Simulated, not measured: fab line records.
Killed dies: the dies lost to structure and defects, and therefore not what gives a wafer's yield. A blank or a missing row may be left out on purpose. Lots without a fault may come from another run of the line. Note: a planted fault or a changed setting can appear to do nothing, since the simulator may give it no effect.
Split-lot study | flow n5-finfet | route with 1938 steps; 7 lots, 21 wafers read

THE SPLIT ITSELF
At N5_ZERO_LAYER_EXPOSE_08 (exposes mask ZERO, defocus 0 nm, target cd 2000 nm), the setting dose-mj was moved away from the recipe's 16.2 on 9 of the 21 wafers read, by -5.4% to +5.6%. This setting was run at the recipe's value on the other wafers.

FROM THE SPLIT TO THE READING: what the file shows between them, 2 steps
- N5_ZERO_LAYER_DEVELOP_10: develop time 60 s (also split here: develop-time-s)
- N5_ZERO_LAYER_HARDBAKE_23: time 120 s

THE READING
cd-nm (nm) at N5_ZERO_LAYER_CD_MEAS_11, where the cd target is 2000 nm. A value of 2000.0 nm with a standard deviation of 1.5 nm is what fault-free wafers of this fab line usually give.

wafer  | tool, chamber at the split | dose-mj as run | against the recipe | cd-nm, nm | against lot-mates on the recipe
L075.1 | krf-scanner-01, 0          | 16.2           | recipe             | 2001.1    | -
L075.5 | krf-scanner-01, 0          | 16.2           | recipe             | 2000.4    | -
L075.6 | krf-scanner-01, 0          | 15.33          | -5.4%              | 1991.9    | -8.8
L083.2 | krf-scanner-02, 0          | 16.2           | recipe             | 2003.4    | -
L083.5 | krf-scanner-02, 0          | 16.2           | recipe             | 1999.7    | -
L083.6 | krf-scanner-02, 0          | 17.1           | +5.6%              | 2012.9    | +11.3
L086.2 | krf-scanner-01, 0          | 16.2           | recipe             | 2000.8    | -
L086.3 | krf-scanner-01, 0          | 15.36          | -5.2%              | 1991.4    | -9.4
L086.4 | krf-scanner-01, 0          | 15.36          | -5.2%              | 1990.1    | -10.7
L087.1 | krf-scanner-01, 0          | 16.54          | +2.1%              | 2003.9    | no lot-mate on the recipe
L087.4 | krf-scanner-01, 0          | 16.54          | +2.1%              | 1997.8    | no lot-mate on the recipe
L087.6 | krf-scanner-01, 0          | 16.54          | +2.1%              | 1996.9    | no lot-mate on the recipe
L090.1 | krf-scanner-01, 0          | 16.2           | recipe             | 1996.6    | -
L090.4 | krf-scanner-01, 0          | 16.2           | recipe             | 1998.6    | -
L090.5 | krf-scanner-01, 0          | 17.05          | +5.2%              | 2005.8    | +8.2
L091.2 | krf-scanner-02, 0          | 16.2           | recipe             | 1998.3    | -
L091.4 | krf-scanner-02, 0          | 16.2           | recipe             | 1999.5    | -
L091.6 | krf-scanner-02, 0          | 16.2           | recipe             | 2002.6    | -
L095.1 | krf-scanner-02, 0          | 16.2           | recipe             | 1998.7    | -
L095.2 | krf-scanner-02, 0          | 16.94          | +4.6%              | 2008.8    | +8.2
L095.3 | krf-scanner-02, 0          | 16.2           | recipe             | 2002.5    | -

THE FIT
A straight line over all 21 wafers: cd-nm changes by +1.6 nm for each +1% of dose-mj; r = +0.87; the points scatter about the line by 2.7 nm.
The same after taking each lot's own level away (the mean of its wafers on the recipe; 18 wafers): +1.82 nm for each +1%; r = +0.97; scatter 1.4 nm.
The reading moves by 10 nm for the largest change in dose-mj, on that fit.
From 1997.60 to 2001.55 nm: that is the span of the lots' own levels, equal to 2.6 times the standard deviation above.
So the lot-to-lot level changes the slope: the two fits differ.
Check: with one of the wafers moved furthest among these (+5.6%) left out of the fit, the line predicts +9.7 nm for it against its lot-mates. Against them it came out at +11.3 nm.

OTHER SPLITS APPLIED TO THESE WAFERS
Note: prior to the reading, these wafers also went through further splits. Each is held against what the fit with the lots' levels taken away leaves over:
other split on the same wafers          | wafers away from the commonest value | r with cd-nm (lot level and that fit taken away)
N5_ZERO_LAYER_DEVELOP_10 develop-time-s | 6                                    | +0.48

THE WHOLE CHAIN: every reading that the file lists as answering this split, in the file's order
step                     | what it does             | reading                                                           | change (the file's fit)             | r (the file's)
N5_ZERO_LAYER_CD_MEAS_11 | target cd 2000 nm        | cd-nm                                                             | +1.8 nm for each +1% of the setting | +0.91
N5_ZERO_LAYER_DESCUM_16  | chemistry O2, time 7.9 s | ZERO_LAYER.cd-nm (the simulator's own value, which no gauge read) | +1.8 nm for each +1% of the setting | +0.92

THE FILE'S OWN FIT
cd-nm changes by +1.8 nm for each +1% of dose-mj, r = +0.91.
